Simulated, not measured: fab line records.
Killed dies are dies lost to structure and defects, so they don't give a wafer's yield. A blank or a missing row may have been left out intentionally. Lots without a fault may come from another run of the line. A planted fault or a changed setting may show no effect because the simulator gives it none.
fab line records | flow nand-harc
record: lots: 5 wafers: 15 last-day: 32
route steps=1302 shown P_ZERO_WELL@44
lots with no fault: from the same line, run without faults
start-h: hours from the record's first day to the start of the lot's first wafer shown | wait-h: hours since the lot's step before | " repeats the value in the row above | L1.1+2: a row that stands for several wafers | - either no value or no given start | * or withheld: withheld | < > ~ a bound
route shown NAME@n: names a module that has steps shown in the file, with the first one's number in the route | usual: mean/standard deviation taken from wafers without a fault | same: alike in all rows | chamber/n: place in a boat | sites: the reading at each site | _std_site: how widely they spread, as a standard deviation | _edge_site: the outer-site mean with the inner-site mean subtracted | radius-mm: how far each site lies from the wafer's centre | mask NAME#n: copy n | behind: the tool/chamber that last shaped the wafer | hold: why the lot went on hold/how many hours it stayed there/how the hold came to an end | device: which transistor (n, p or np) failed to switch | end of line: tests of these same wafers at the route's end | a step with no rows: only its recipe | killed: count of dies lost to structure and defects at first sort (not the wafer's yield) | map: per-die view of a wafer (x killed, . not killed, _ where there is no die)
set.NAME: the setting as run; set.NAME@STEP: as run at that earlier step | model.NAME: the simulator's own value behind a step, which no gauge read
lots at some steps of the route; a table a step, a row a wafer
services: a tool's chamber out of use, with start hour (start-h, from the record's first day; less than 0 if before it), hours out, and reason
== steps ==
step: NHARC_P_ZERO_WELL_CD_MEAS_37
recipe: target-cd-nm: 720 landing-energy-ev: 500
usual: cd-nm: 718.9/1.7
columns lot.wafer tool chamber start-h wait-h cd-nm
L344.2 cd-sem-02 0 64.11 - 717.5
L344.4 " 0 " " 718.7
L344.6 " 0 " " 714.9
L345.1 cd-sem-01 0 74.07 - 716.8
L345.2 " 0 " " 718.0
L345.4 " 0 " " 717.8
L346.1 cd-sem-03 0 84.30 - 721.5
L346.2 " 0 " " 720.1
L346.3 " 0 " " 718.5
L359.1 cd-sem-02 0 214.31 - 719.6
L359.2 " 0 " " 720.4
L359.4 " 0 " " 721.3
L360.2 cd-sem-01 0 224.09 - 718.0
L360.3 " 0 " " 720.7
L360.6 " 0 " " 722.3
step: NHARC_P_ZERO_WELL_HARDBAKE_38
recipe: temp-c: 125 time-s: 80
step: NHARC_P_ZERO_WELL_DESCUM_39
recipe: time-s: 3 o2-flow-sccm: 200 ar-flow-sccm: 0 bias-power-w: 0 chemistry: O2
usual: drypump-motor-current-A: 5.9/0.46 oes-product-au: 0.997/0.01 rf-vpp-V: 57.6/0.92 showerhead-plenum-p-Torr: 1.88/0.067 throttle-valve-pct: 11.312/0.0081
columns lot.wafer tool chamber start-h wait-h drypump-motor-current-A oes-product-au rf-hours-counter-h rf-vpp-V showerhead-plenum-p-Torr throttle-valve-pct
L344.4 rie-diel-04 1 64.28 - 5.7 0.975 15 57.8 1.96 11.316
L344.2 " 2 " " 5.6 1.001 19 56.7 1.90 11.311
L344.6 " 1 " " 5.7 1.000 - 56.9 1.96 11.331
L345.2 rie-diel-11 2 74.23 - 5.5 0.994 52 57.0 1.82 11.316
L345.1 " 3 " " 5.3 0.997 59 58.0 1.78 11.304
L345.4 " 0 " " 6.3 0.985 54 57.6 1.92 11.312
L346.2 rie-diel-04 1 84.46 - 5.6 0.981 21 58.2 1.96 11.309
L346.3 " 2 " " 5.6 1.008 24 58.8 1.90 11.311
L346.1 " 3 " " 5.6 0.992 24 58.0 1.81 11.317
L359.1 rie-diel-04 0 214.49 - 6.6 1.014 4 58.2 1.96 11.292
L359.2 " 2 " " 5.6 0.995 5 56.5 1.89 11.320
L359.4 " 0 " " 6.6 1.018 - 58.1 1.97 11.308
L360.2 rie-diel-11 3 224.28 - 5.4 0.997 42 58.4 1.77 11.314
L360.3 " 0 " " 6.3 0.992 44 56.9 1.90 11.314
L360.6 " 2 " " 5.5 0.997 - 59.4 1.81 11.317
step: NHARC_P_ZERO_WELL_IMPLANT_40
recipe: energy-kev: 300 dose-cm2: 1e+13 tilt-deg: 7
step: NHARC_P_ZERO_WELL_IMPLANT_59
recipe: energy-kev: 120 dose-cm2: 5e+12 tilt-deg: 7
step: NHARC_P_ZERO_WELL_IMPLANT_60
recipe: energy-kev: 30 dose-cm2: 2e+12 tilt-deg: 7
step: NHARC_P_ZERO_WELL_STRIP_41
recipe: time-s: 840 temp-c: 130 chemistry: SPM
step: NHARC_P_ZERO_WELL_DEHYDRATE_44
recipe: temp-c: 150 time-s: 120
step: NHARC_P_ZERO_WELL_HMDS_45
recipe: time-s: 30
step: NHARC_P_ZERO_WELL_COAT_46
recipe: spin-rpm: withheld
step: NHARC_P_ZERO_WELL_SOFTBAKE_47
recipe: temp-c: 122 time-s: 95
step: NHARC_P_ZERO_WELL_EBR_48
step: NHARC_P_ZERO_WELL_EXPOSE_49
recipe: na: 0.6 target-cd-nm: 2000 dose-mj: 22.64 mask-id: P_HVPW
usual: exposure-dose-mJ-cm2: 22.633/0.02
columns lot.wafer tool chamber start-h wait-h mask exposure-dose-mJ-cm2
L344.2 krf-scanner-01 0 65.59 - P_HVPW#0 22.610
L344.4 " 0 " " P_HVPW#0 22.631
L344.6 " 0 " " P_HVPW#0 22.645
L345.1 krf-scanner-02 0 75.54 - P_HVPW#0 22.644
L345.2 " 0 " " P_HVPW#0 22.656
L345.4 " 0 " " P_HVPW#0 22.641
L346.1 krf-scanner-02 0 85.65 - P_HVPW_R1#0 22.656
L346.2 " 0 " " P_HVPW_R1#0 22.668
L346.3 " 0 " " P_HVPW_R1#0 22.615
L359.1 krf-scanner-01 0 215.81 - P_HVPW#0 22.655
L359.2 " 0 " " P_HVPW#0 22.646
L359.4 " 0 " " P_HVPW#0 22.640
L360.2 krf-scanner-02 0 225.58 - P_HVPW#0 22.643
L360.3 " 0 " " P_HVPW#0 22.678
L360.6 " 0 " " P_HVPW#0 22.701
step: NHARC_P_ZERO_WELL_PEB_50
recipe: peb-temp-c: 118 peb-time-s: 85
step: NHARC_P_ZERO_WELL_DEVELOP_51
recipe: time-s: 70
step: NHARC_P_ZERO_WELL_CD_MEAS_52
recipe: target-cd-nm: 2000 landing-energy-ev: 500
usual: cd-nm: 1999.4/2.1
columns lot.wafer tool chamber start-h wait-h cd-nm
L344.2 cd-sem-03 0 65.75 - 2000.8
L344.4 " 0 " " 1999.8
L344.6 " 0 " " 2000.0
L345.1 cd-sem-03 0 75.70 - 1997.9
L345.2 " 0 " " 1999.3
L345.4 " 0 " " 2001.0
L346.1 cd-sem-01 0 85.81 - 1959.9
L346.2 " 0 " " 1957.5
L346.3 " 0 " " 1956.8
L359.1 cd-sem-02 0 215.97 - 1996.2
L359.2 " 0 " " 1994.7
L359.4 " 0 " " 1998.3
L360.2 cd-sem-02 0 225.74 - 2002.0
L360.3 " 0 " " 2003.1
L360.6 " 0 " " 2004.5
step: NHARC_P_ZERO_WELL_HARDBAKE_53
recipe: temp-c: 125 time-s: 80
step: NHARC_P_ZERO_WELL_DESCUM_54
recipe: time-s: 3 o2-flow-sccm: 200 ar-flow-sccm: 0 bias-power-w: 0 chemistry: O2
usual: drypump-motor-current-A: 5.8/0.43 oes-product-au: 0.995/0.011 rf-vpp-V: 57.6/0.87 showerhead-plenum-p-Torr: 1.88/0.068 throttle-valve-pct: 11.310/0.0095
columns lot.wafer tool chamber start-h wait-h drypump-motor-current-A oes-product-au rf-hours-counter-h rf-vpp-V showerhead-plenum-p-Torr throttle-valve-pct model.P_ZERO_WELL.cd-nm
L344.4 rie-diel-04 2 66.10 - 5.6 1.012 20 57.8 1.90 11.306 1999
L344.2 " 3 " " 5.6 0.984 20 57.9 1.81 11.309 2000
L344.6 " 2 " " 5.6 1.005 - 57.5 1.90 11.306 2000
L345.2 rie-diel-04 1 75.86 - 5.6 0.998 19 59.4 1.96 11.301 1999
L345.4 " 2 " " 5.6 1.015 23 57.3 1.90 11.321 2000
L345.1 " 0 " " 6.6 1.024 19 58.7 1.98 11.316 1998
L346.3 rie-diel-04 0 85.97 - 6.6 1.012 21 58.7 1.98 11.320 1957
L346.1 " 1 " " 5.7 0.991 21 58.6 1.96 11.326 1960
L346.2 " 2 " " 5.6 1.010 24 58.1 1.90 11.316 1957
L359.2 rie-diel-05 2 216.14 - 6.2 0.978 59 58.3 1.96 11.303 1994
L359.1 " 3 " " 5.8 0.988 56 56.8 1.82 11.311 1997
L359.4 " 0 " " 6.7 0.979 53 57.3 1.81 11.315 1998
L360.2 rie-diel-11 2 225.96 - 5.5 0.995 38 57.3 1.81 11.304 2002
L360.3 " 3 " " 5.4 0.994 42 58.1 1.77 11.298 2003
L360.6 " 0 " " 6.3 0.996 - 58.6 1.90 11.319 2004
step: NHARC_P_ZERO_WELL_IMPLANT_55
recipe: energy-kev: 180 dose-cm2: 8e+11 tilt-deg: 7
== services ==
columns tool chamber start-h hours kind
rie-diel-05 - 43.15 0.7 repair
rie-diel-05 - 52.66 9.0 pm
rie-diel-04 0 59.35 - clean
rie-diel-04 1 59.35 - clean
rie-diel-05 - 64.39 0.2 repair
rie-diel-05 3 66.00 6.1 repair
rie-diel-11 - 79.46 9.0 pm
krf-scanner-02 - 94.00 4.0 pm
rie-diel-11 - 99.96 0.5 repair
rie-diel-05 - 103.48 0.1 repair
krf-scanner-02 - 105.76 0.1 repair
rie-diel-11 2 109.90 2.3 repair
rie-diel-11 2 118.34 20.8 repair
rie-diel-05 - 132.53 0.2 repair
krf-scanner-01 - 140.00 4.0 pm
rie-diel-04 1 149.36 2.1 repair
krf-scanner-01 - 165.13 0.3 repair
rie-diel-05 0 174.01 4.1 repair
rie-diel-04 - 180.72 9.0 pm
rie-diel-11 0 185.33 2.5 repair
rie-diel-05 0 185.82 1.2 repair
krf-scanner-01 - 190.88 0.3 repair
rie-diel-04 1 213.66 2.2 repair
krf-scanner-02 - 224.86 0.3 repair
== key ==
first-sign: step: NHARC_P_ZERO_WELL_EXPOSE_49 reading: mask direction: changed
effect: step: NHARC_P_ZERO_WELL_CD_MEAS_52 reading: cd-nm direction: down sigmas: 20 usual: 1999.4 struck: 1958.1
model-effect: step: NHARC_P_ZERO_WELL_DESCUM_54 value: P_ZERO_WELL.cd-nm without: 1998 struck: 1958
met-at NHARC_P_ZERO_WELL_EXPOSE_49
struck-wafers L346.1,L346.2,L346.3
tester-left-out L346
onset-between 75.54 85.65
fault: kind: wrong-mask tool: any chamber: - onset-h: 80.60 steps: NHARC_P_ZERO_WELL_EXPOSE_49 aux-copy: P_HVPW_R1#0 cd-offset-nm: -40.376 scope: struck-lots-only
tester-left-out: of these lots the tester's yield and bins aren't shown, on N5 and GAA mostly nor the transistor test; their killed dies are dies lost to structure and defects alone, not to doping, threshold or leakage, so they don't give the yield
